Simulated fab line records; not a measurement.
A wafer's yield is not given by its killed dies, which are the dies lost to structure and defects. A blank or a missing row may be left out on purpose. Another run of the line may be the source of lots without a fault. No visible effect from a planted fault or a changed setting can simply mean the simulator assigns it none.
fab line records	flow nand-harc
record: lots: 11	wafers: 33	last-day: 33
route steps=1302 shown A_CONTACT@1075 END@1302
lots that met no fault: from a run of the same line without faults
start-h: hours from the record's opening day to when the first of the lot's shown wafers began	wait-h: time in hours since the lot's previous step	" unchanged from the row above	L1.1+2: one row covering several wafers at once	- no value, or no start was given	* or withheld: withheld	< > ~ a bound
route shown NAME@n: NAME is a module with steps in the file, n the number in the route of the first one	usual: mean/standard deviation of fault-free wafers	same: alike in all rows	chamber/n: place in a boat	sites: the reading at each site	_std_site: standard deviation across them	_edge_site: inner sites' mean taken away from outer sites' mean	radius-mm: how far each site lies from the wafer's centre	mask NAME#n: copy n	behind: the last tool/chamber to shape the wafer	hold: cause of the lot's hold/its duration in hours/its outcome	device: names the non-switching transistor (n, p or np)	end of line: tests run on the same wafers once the route is complete	step lacking rows: just its recipe	killed: dies that structure and defects cost at the first sort, which is not the same as the wafer's yield	map: per-die view of a wafer (x killed, . not killed, _ where there is no die)
set.NAME: the setting the step ran with; set.NAME@STEP: the setting that earlier step ran with	model.NAME: the simulator's own value behind a step, which no gauge read
route steps across a sampled set of lots; one table per step, one row per wafer
services: the hour from which a tool's chamber was out of use, counted from the record's first day as start-h (under 0 if before that day), plus the number of hours and why
== steps ==
step: NHARC_A_CONTACT_EXPOSE_05
recipe: na: 1.35	sigma-outer: 0.8	dose-mj: 84.24	mask-id: A_CC
same: na: 1.35
lot.wafer	tool	chamber	start-h	wait-h	mask
L825.2+3+6	arfi-scanner-03	0	524.68	-	A_CC#0
L832.2+3+5	arfi-scanner-01	0	587.25	-	A_CC#0
L836.2+5+6	arfi-scanner-01	0	617.38	-	A_CC#0
L838.2+5+6	arfi-scanner-03	0	644.03	-	A_CC#0
L839.1+4+6	arfi-scanner-02	0	648.31	-	A_CC#0
L840.1+2+5	arfi-scanner-03	0	648.80	-	A_CC#0
L841.3+4+6	arfi-scanner-02	0	679.36	-	A_CC#0
L844.1+2+6	arfi-scanner-03	0	692.50	-	A_CC#0
L842.1+3+6	arfi-scanner-03	0	696.06	-	A_CC#0
L846.2+4+5	arfi-scanner-02	0	725.04	-	A_CC#0
L847.2+3+4	arfi-scanner-02	0	733.29	-	A_CC#0
step: NHARC_A_CONTACT_OVL_MEAS_09
usual: overlay-x-nm: -0.1/0.9	overlay-y-nm: 0.3/0.79
lot.wafer	tool	chamber	start-h	wait-h	hold	overlay-x-nm	overlay-y-nm
L825.2	overlay-02	-	524.90	-	-	0.3	-0.1
L825.3	"	-	"	"	-	0.4	0.3
L825.6	"	-	"	"	-	0.7	0.6
L832.2	overlay-01	-	587.48	-	await-dispo/0.2h/release	8.6	-0.3
L832.3	"	-	"	"	await-dispo/0.2h/release	8.8	-0.1
L832.5	"	-	"	"	await-dispo/0.2h/release	8.3	-0.1
L832.2	overlay-01	-	587.65	0.2	-	8.5	0.0
L832.3	"	-	"	"	-	8.7	-0.4
L832.5	"	-	"	"	-	8.5	0.1
L836.2	overlay-01	-	617.60	-	await-dispo/0.2h/release	7.7	1.0
L836.5	"	-	"	"	await-dispo/0.2h/release	7.5	0.8
L836.6	"	-	"	"	await-dispo/0.2h/release	7.6	0.9
L836.2	overlay-01	-	617.77	0.2	-	7.6	0.6
L836.5	"	-	"	"	-	7.8	0.4
L836.6	"	-	"	"	-	7.7	0.2
L838.2	overlay-01	-	644.25	-	-	0.1	-0.8
L838.5	"	-	"	"	-	0.0	-1.2
L838.6	"	-	"	"	-	-0.5	-0.9
L839.1	overlay-01	-	648.54	-	-	-0.8	-1.0
L839.4	"	-	"	"	-	-1.7	-1.4
L839.6	"	-	"	"	-	-0.9	-0.5
L840.1	overlay-01	-	649.03	-	-	0.1	0.1
L840.2	"	-	"	"	-	0.7	0.2
L840.5	"	-	"	"	-	0.8	0.4
L841.3	overlay-02	-	679.58	-	-	-1.3	-0.4
L841.4	"	-	"	"	-	-0.7	-0.2
L841.6	"	-	"	"	-	-0.8	-0.5
L844.1	overlay-01	-	692.73	-	-	-0.4	0.5
L844.2	"	-	"	"	-	-0.9	1.3
L844.6	"	-	"	"	-	-0.6	0.7
L842.1	overlay-02	-	696.29	-	-	-0.5	0.2
L842.3	"	-	"	"	-	-1.3	0.4
L842.6	"	-	"	"	-	-0.4	0.0
L846.2	overlay-02	-	725.26	-	-	-0.2	0.3
L846.4	"	-	"	"	-	-1.2	0.7
L846.5	"	-	"	"	-	-0.6	0.1
L847.2	overlay-02	-	733.51	-	-	-1.5	0.3
L847.3	"	-	"	"	-	-1.7	-1.0
L847.4	"	-	"	"	-	-2.0	-0.3
step: NHARC_A_CONTACT_ETCH_88
recipe: target-depth-a: 390	over-etch-frac: 0.3	time-s: 65	ion-energy-ev: 80	cf4-flow-sccm: 150	ar-flow-sccm: 0	rf-w: 300	bias-w: 100	chemistry: CF4
usual: drypump-motor-current-A: 5.64/0.29	mfc-ar-sccm: 0.014/0.013	oes-product-au: 1.002/0.0082	rf-vpp-V: 151.5/1.1	showerhead-plenum-p-Torr: 1.78/0.073	throttle-valve-pct: 13.284/0.009
lot.wafer	tool	chamber	start-h	wait-h	drypump-motor-current-A	mfc-ar-sccm	oes-product-au	rf-hours-counter-h	rf-vpp-V	showerhead-plenum-p-Torr	throttle-valve-pct
L825.3	rie-diel-01	2	527.90	2.9	6.05	0.029	0.984	47	151.2	1.78	13.282
L825.2	"	3	"	"	5.76	0.007	0.997	44	150.4	1.68	13.278
L825.6	"	0	"	"	5.56	0.024	0.986	-	151.4	1.72	13.283
L832.3	rie-diel-01	2	592.44	0.1	6.06	0.029	1.002	7	151.0	1.77	13.271
L832.2	"	1	"	"	5.39	0	1.006	4	151.3	1.87	13.277
L832.5	"	2	"	"	6.04	0.029	0.999	-	150.4	1.77	13.280
L836.2	rie-diel-08	1	622.92	0.1	6.10	0	1.006	10	150.9	1.74	13.285
L836.5	"	2	"	"	5.29	0.018	1.008	-	152.1	1.84	13.290
L836.6	"	3	"	"	5.57	0.030	1.005	-	152.6	1.85	13.266
L838.2	rie-diel-08	2	644.43	0.1	5.26	0.018	1.013	14	152.2	1.84	13.302
L838.6	"	2	"	"	5.27	0.018	1.015	-	151.8	1.84	13.294
L838.5	"	3	"	"	5.61	0.030	1.008	-	153.2	1.85	13.273
L839.1	rie-diel-08	1	648.72	0.1	6.15	0	1.012	14	151.5	1.73	13.278
L839.4	"	3	"	"	5.63	0.030	1.007	16	153.0	1.85	13.287
L839.6	"	2	"	"	5.26	0.018	1.017	-	152.3	1.84	13.293
L840.1	rie-diel-12	2	649.22	0.1	5.87	0	0.998	4	149.8	1.68	13.280
L840.2	"	1	"	"	5.68	0.033	0.999	4	152.2	1.86	13.286
L840.5	"	2	"	"	5.85	0	1.006	-	150.2	1.68	13.287
L841.4	rie-diel-08	1	679.77	0.1	6.12	0	1.013	18	151.4	1.73	13.285
L841.3	"	2	"	"	5.29	0.018	1.021	18	151.2	1.84	13.298
L841.6	"	0	"	"	5.63	0	1.000	-	152.6	1.74	13.274
L844.2	rie-diel-01	3	692.92	0.1	5.78	0.007	1.006	47	151.1	1.66	13.279
L844.1	"	0	"	"	5.59	0.024	1.004	44	150.3	1.70	13.277
L844.6	"	1	"	"	5.38	0	1.002	-	152.7	1.86	13.277
L842.3	rie-diel-12	1	696.48	0.1	5.68	0.033	0.998	17	151.4	1.86	13.283
L842.1	"	2	"	"	5.85	0	1.003	17	149.9	1.67	13.277
L842.6	"	0	"	"	5.62	0.020	0.988	-	151.3	1.68	13.308
L846.2	rie-diel-01	1	725.45	0.1	5.42	0	1.012	54	152.0	1.86	13.280
L846.4	"	2	"	"	6.06	0.029	0.995	56	150.3	1.76	13.285
L846.5	"	0	"	"	5.58	0.024	0.995	-	152.1	1.70	13.277
L847.2	rie-diel-01	0	733.70	0.1	5.62	0.024	0.995	57	149.9	1.70	13.281
L847.3	"	1	"	"	5.38	0	0.999	55	152.4	1.86	13.283
L847.4	"	3	"	"	5.75	0.007	1.010	60	148.8	1.66	13.283
step: NHARC_A_CONTACT_ETCH_89
recipe: target-depth-a: 2600	over-etch-frac: 0.3	time-s: 475.3	ion-energy-ev: 200	n2-flow-sccm: 150	h2-flow-sccm: 150	ar-flow-sccm: 0	rf-w: 400	bias-w: 150	chemistry: N2/H2
usual: drypump-motor-current-A: 5.63/0.29	mfc-ar-sccm: 0.014/0.013	oes-product-au: 1.003/0.0069	rf-vpp-V: 430.9/2.8	showerhead-plenum-p-Torr: 2.05/0.094	throttle-valve-pct: 14.174/0.0096
lot.wafer	tool	chamber	start-h	wait-h	drypump-motor-current-A	mfc-ar-sccm	oes-product-au	rf-hours-counter-h	rf-vpp-V	showerhead-plenum-p-Torr	throttle-valve-pct
L825.2	rie-diel-01	2	-	-	6.05	0.029	0.982	47	430.5	2.05	14.169
L825.3	"	3	"	"	5.77	0.007	1.006	44	425.9	1.93	14.174
L825.6	"	2	"	"	6.05	0.029	0.996	-	432.4	2.05	14.173
L832.2	rie-diel-01	1	-	-	5.40	0	1.001	5	434.3	2.17	14.165
L832.3	"	2	"	"	6.05	0.029	0.991	7	432.4	2.04	14.173
L832.5	"	2	"	"	6.05	0.029	0.999	-	431.6	2.04	14.164
L836.2	rie-diel-08	0	-	-	5.63	0	1.006	11	430.5	2.01	14.182
L836.5	"	1	"	"	6.15	0	1.019	-	430.2	2.00	14.180
L836.6	"	2	"	"	5.27	0.018	1.009	-	433.7	2.13	14.178
L838.2	rie-diel-08	1	-	-	6.16	0	1.007	13	430.8	2.00	14.167
L838.5	"	3	"	"	5.60	0.030	1.007	-	433.5	2.15	14.196
L838.6	"	0	"	"	5.66	0	1.000	-	430.8	2.01	14.193
L839.1	rie-diel-08	1	-	-	6.16	0	1.010	14	428.7	1.99	14.167
L839.4	"	3	"	"	5.56	0.030	1.004	16	432.6	2.15	14.187
L839.6	"	2	"	"	5.28	0.018	1.027	-	433.8	2.13	14.188
L840.1	rie-diel-12	1	-	-	5.66	0.033	1.007	4	433.6	2.16	14.170
L840.2	"	3	"	"	5.00	0	1.004	5	433.7	2.16	14.163
L840.5	"	1	"	"	5.67	0.033	0.998	-	433.9	2.16	14.165
L841.3	rie-diel-08	2	-	-	5.27	0.018	1.013	18	432.9	2.13	14.176
L841.4	"	0	"	"	5.63	0	1.002	20	429.0	2.01	14.179
L841.6	"	2	"	"	5.29	0.018	1.016	-	432.5	2.13	14.184
L844.2	rie-diel-01	0	-	-	5.59	0.024	0.987	44	427.1	1.95	14.174
L844.1	"	2	"	"	6.04	0.029	0.988	44	432.4	2.03	14.185
L844.6	"	3	"	"	5.79	0.007	1.001	-	428.0	1.91	14.156
L842.1	rie-diel-12	0	-	-	5.60	0.020	0.996	17	426.3	1.92	14.176
L842.3	"	1	"	"	5.68	0.033	1.008	17	433.6	2.15	14.169
L842.6	"	2	"	"	5.88	0	1.001	-	427.8	1.92	14.183
L846.2	rie-diel-01	0	-	-	5.60	0.024	0.992	56	426.6	1.95	14.183
L846.4	"	3	"	"	5.76	0.007	1.000	59	426.5	1.90	14.173
L846.5	"	0	"	"	5.60	0.024	1.005	-	427.2	1.95	14.185
L847.4	rie-diel-01	3	-	-	5.78	0.007	1.003	60	427.0	1.90	14.170
L847.3	"	1	"	"	5.39	0	1.012	55	434.4	2.15	14.180
L847.2	"	2	"	"	6.06	0.029	1.003	58	430.3	2.03	14.202
step: NHARC_A_CONTACT_ETCH_138
recipe: source-w: withheld	pressure-mtorr: 20	bias-v: 1200	time-s: 311	target-depth-a: 19140	ar-flow-sccm: withheld	c4f8-flow-sccm: withheld	o2-flow-sccm: withheld	chemistry: C4F8/O2/Ar
usual: oes-air-line-au: 0.999/0.02
lot.wafer	tool	chamber	start-h	wait-h	oes-air-line-au	rf-hours-counter-h
L825.2	har-cap-etch-03	1	533.74	0.3	1.014	47
L825.3	"	0	"	"	1.036	-
L825.6	"	0	"	"	1.033	-
L832.2	har-cap-etch-02	0	594.54	0.2	1.002	99
L832.3	"	1	"	"	1.025	-
L832.5	"	1	"	"	1.021	-
L836.2	har-cap-etch-03	0	625.04	0.2	1.010	63
L836.5	"	0	"	"	0.981	-
L836.6	"	1	"	"	1.028	-
L838.2	har-cap-etch-02	0	646.56	0.2	0.991	109
L838.5	"	1	"	"	1.002	-
L838.6	"	0	"	"	0.981	-
L839.1	har-cap-etch-01	0	650.81	0.2	0.963	30
L839.4	"	1	"	"	1.004	-
L839.6	"	1	"	"	1.005	-
L840.2	har-cap-etch-03	1	651.27	0.2	0.974	68
L840.1	"	0	"	"	0.956	68
L840.5	"	0	"	"	0.973	-
L841.3	har-cap-etch-03	1	681.91	0.2	1.025	-
L841.4	"	0	"	"	1.010	-
L841.6	"	1	"	"	0.971	-
L844.1	har-cap-etch-01	1	694.97	0.2	0.985	37
L844.2	"	0	"	"	1.005	37
L844.6	"	1	"	"	0.992	-
L842.1	har-cap-etch-03	1	698.53	0.2	1.035	77
L842.3	"	0	"	"	0.992	-
L842.6	"	1	"	"	0.975	-
L846.2	har-cap-etch-02	1	727.54	0.2	1.008	125
L846.4	"	0	"	"	0.986	-
L846.5	"	1	"	"	1.016	-
L847.2	har-cap-etch-01	0	735.76	0.2	0.994	44
L847.3	"	0	"	"	0.975	-
L847.4	"	1	"	"	1.000	-
step: NHARC_END_SORT_01
recipe: temp-c: 25
usual: killed-at-array: 61/22	killed-at-other: 0.8/1	killed-at-periphery: 3.8/2.3	killed-dies: 66/22	killed-open: 3.2/1.9	killed-short: 2.8/1.8
same: gross-dies: 677
lot.wafer	tool	chamber	start-h	wait-h	killed-at-array	killed-at-other	killed-at-periphery	killed-dies	killed-open	killed-short
L832.2	prober-02	0	652.08	2.8	33	2	4	39	4	3
L832.3	prober-02	0	652.87	3.1	39	2	3	44	2	4
L832.5	prober-02	0	654.46	3.7	29	1	2	32	5	1
L836.2	prober-01	0	693.47	2.8	86	1	9	96	2	1
L836.5	prober-01	0	695.84	3.7	90	0	6	96	3	5
L836.6	prober-01	0	696.62	3.9	91	0	5	96	4	2
killed by level:class
L832.2 A_CHANNEL_HOLE_D2:chamber-film-flake=12 A_CONTACT:chamber-film-flake=7 A_CHANNEL_HOLE_D1:chamber-film-flake=5 P_CONTACT:geometric-particle:open=2 A_CHANNEL_FILL_D1:geometric-particle:short=2 A_M0:chamber-film-flake=2 A_BONDPAD:chamber-film-flake=2 THIN_TSV:chamber-film-flake=2
L832.3 A_CHANNEL_HOLE_D2:chamber-film-flake=17 A_CONTACT:chamber-film-flake=8 A_CHANNEL_HOLE_D1:chamber-film-flake=3 A_BONDPAD:chamber-film-flake=3 A_CHANNEL_FILL_D1:geometric-particle:short=2 A_STAIRCASE:chamber-film-flake=2 P_CONTACT:geometric-particle:open=1 P_M1:geometric-particle:short=1
L832.5 A_CHANNEL_HOLE_D2:chamber-film-flake=7 A_CHANNEL_HOLE_D1:chamber-film-flake=4 A_CONTACT:chamber-film-flake=4 A_SLIT:chamber-film-flake=3 A_ONON_D1:geometric-particle:open=2 A_STAIRCASE:chamber-film-flake=2 A_WL_FILL:chamber-film-flake=2 A_M0:chamber-film-flake=2
L836.2 A_CHANNEL_HOLE_D1:chamber-film-flake=35 A_SLIT:chamber-film-flake=29 A_CHANNEL_HOLE_D2:chamber-film-flake=15 P_CONTACT:chamber-film-flake=8 A_WL_FILL:geometric-particle:open=1 A_CONTACT:geometric-particle:open=1 A_M0:geometric-particle:short=1 P_ZERO_WELL:chamber-film-flake=1
L836.5 A_CHANNEL_HOLE_D1:chamber-film-flake=39 A_SLIT:chamber-film-flake=33 A_CHANNEL_HOLE_D2:chamber-film-flake=8 P_CONTACT:chamber-film-flake=4 A_ONON_D2:geometric-particle:short=3 P_CONTACT:geometric-particle:open=2 A_CHANNEL_FILL_D1:chamber-film-flake=2 A_CHANNEL_FILL_D1:geometric-particle:open=1
L836.6 A_CHANNEL_HOLE_D1:chamber-film-flake=41 A_SLIT:chamber-film-flake=22 A_CHANNEL_HOLE_D2:chamber-film-flake=21 P_CONTACT:chamber-film-flake=3 A_ZERO_WELL:chamber-film-flake=2 P_CONTACT:geometric-particle:open=1 P_M0:geometric-particle:open=1 A_ONON_D1:geometric-particle:short=1
== services ==
tool	chamber	start-h	hours	kind
rie-diel-12	1	503.09	6.9	repair
arfi-scanner-02	-	512.49	1.6	repair
arfi-scanner-02	-	515.55	3.9	repair
rie-diel-12	2	533.18	1.2	repair
arfi-scanner-03	-	540.00	4.0	pm
rie-diel-08	-	545.63	9.0	pm
arfi-scanner-02	-	553.76	1.8	repair
rie-diel-01	-	555.21	0.2	repair
arfi-scanner-02	-	560.62	5.6	repair
rie-diel-01	-	560.76	9.0	pm
rie-diel-08	1	568.42	6.1	repair
arfi-scanner-02	-	575.16	5.9	repair
arfi-scanner-02	-	585.56	4.7	repair
arfi-scanner-03	-	605.96	0.2	repair
rie-diel-12	-	622.52	9.0	pm
arfi-scanner-02	-	656.02	4.0	pm
rie-diel-08	2	658.58	5.1	repair
rie-diel-08	-	666.06	0.3	repair
arfi-scanner-03	-	667.33	5.3	repair
arfi-scanner-03	-	712.00	4.0	pm
rie-diel-08	-	722.63	9.0	pm
arfi-scanner-03	-	724.56	0.3	repair
arfi-scanner-03	-	733.13	4.8	repair
rie-diel-01	3	734.63	6.7	repair
== key ==
first-sign: step: NHARC_A_CONTACT_OVL_MEAS_09	reading: visit	direction: added
effect: step: NHARC_A_CONTACT_OVL_MEAS_09	reading: overlay-x-nm	direction: up	sigmas: 9	usual: -0.1	struck: 8.1
met-at NHARC_A_CONTACT_EXPOSE_05
struck-lots L832,L836
tester-left-out L832,L836
not-acting-at NHARC_A_CONTACT_ETCH_88,NHARC_A_CONTACT_ETCH_89,NHARC_A_CONTACT_ETCH_138
fault: kind: scanner-matching-overlay	tool: arfi-scanner-01	chamber: -	onset-h: 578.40	steps: NHARC_A_CONTACT_EXPOSE_05	offset: 8.1351
tester-left-out: of these lots the tester's yield and bins aren't shown, on N5 and GAA mostly nor the transistor test; their killed dies are dies lost to structure and defects alone, not to doping, threshold or leakage, so they don't give the yield
